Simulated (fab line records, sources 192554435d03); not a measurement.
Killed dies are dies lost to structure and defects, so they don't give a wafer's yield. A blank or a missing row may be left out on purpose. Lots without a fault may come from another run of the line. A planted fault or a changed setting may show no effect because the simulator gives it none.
Chamber matching | flow n5_finfet | N5_BEOL_M8_PECVD_70 on pecvd-04: 3 sister chambers
The step deposits SiO2 from TEOS/O2, target thk 20 nm, time 22.7 s. 22 wafers are shown with their chamber, then 11 later ones without.

WAFERS WITH THEIR CHAMBER
wafer  | chamber | throttle_valve_pct (%) | showerhead_plenum_p_Torr (Torr) | heater_power_w (W)
L074.3 | 0       | 23.6                   | 8.70                            | 733
L074.5 | 1       | 23.3                   | 8.76                            | 955
L074.6 | 0       | 23.4                   | 8.72                            | 741
L077.1 | 0       | 23.6                   | 8.73                            | 679
L077.2 | 1       | 23.3                   | 8.75                            | 922
L077.3 | 2       | 21.6                   | 8.79                            | 791
L077.4 | 1       | 23.5                   | 8.73                            | 918
L077.5 | 0       | 23.5                   | 8.70                            | 690
L077.6 | 2       | 21.6                   | 8.78                            | 798
L080.1 | 1       | 23.1                   | 8.75                            | 912
L080.2 | 2       | 21.4                   | 8.78                            | 806
L080.3 | 0       | 23.4                   | 8.73                            | 693
L080.4 | 1       | 23.3                   | 8.74                            | 890
L080.5 | 2       | 21.7                   | 8.80                            | 823
L080.6 | 0       | 23.5                   | 8.73                            | 699
L079.1 | 2       | 21.6                   | 8.79                            | 760
L079.3 | 0       | 23.5                   | 8.68                            | 792
L079.5 | 0       | 23.6                   | 8.73                            | 785
L086.2 | 1       | 23.4                   | 8.74                            | 823
L086.3 | 1       | 23.4                   | 8.77                            | 864
L086.5 | 2       | 21.6                   | 8.79                            | 876
L090.2 | 2       | 21.9                   | 8.80                            | 930

SIGNATURES (means of the wafers above)
reading                  | chamber 0 | chamber 1 | chamber 2 | scatter within a chamber
throttle_valve_pct       | 23.512    | 23.329    | 21.629    | 0.121
showerhead_plenum_p_Torr | 8.7150    | 8.7486    | 8.7900    | 0.0147
heater_power_w           | 726.50    | 897.71    | 826.29    | 48.6
Rule: a wafer's distance from a chamber is the root of the sum, over the readings, of the square of ((its reading less the chamber's mean) divided by the reading's scatter). The wafer belongs to the nearest chamber; if the next one is less than 2 further off, it can't be placed. The scatter: the root of (the sum of the squares of (reading less its chamber's mean) over the shown wafers, divided by (wafers less chambers)).

WAFERS WITHOUT THEIR CHAMBER
wafer  | throttle_valve_pct (%) | showerhead_plenum_p_Torr (Torr) | heater_power_w (W)
L090.5 | 23.3                   | 8.70                            | 735
L090.6 | 23.4                   | 8.74                            | 915
L091.1 | 23.2                   | 8.72                            | 716
L091.2 | 21.7                   | 8.79                            | 936
L091.6 | 23.5                   | 8.72                            | 727
L096.2 | 23.5                   | 8.72                            | 733
L096.4 | 23.6                   | 8.75                            | 748
L096.5 | 21.7                   | 8.79                            | 827
L097.1 | 23.1                   | 8.72                            | 772
L097.3 | 21.7                   | 8.80                            | 890
L097.5 | 23.2                   | 8.77                            | 920

WHICH CHAMBER EACH WENT THROUGH
wafer  | from the rows above     | in truth
L090.5 | 0                       | 0
L090.6 | 1                       | 1
L091.1 | can't be placed: 0 or 1 | 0
L091.2 | 2                       | 2
L091.6 | 0                       | 0
L096.2 | 0                       | 0
L096.4 | can't be placed: 0 or 1 | 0
L096.5 | 2                       | 2
L097.1 | can't be placed: 0 or 1 | 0
L097.3 | 2                       | 2
L097.5 | 1                       | 1
Placed correctly: 8 of 11. Can't be placed from these rows: 3 (the true chamber is among the candidates in 3). Placed wrongly: 0.
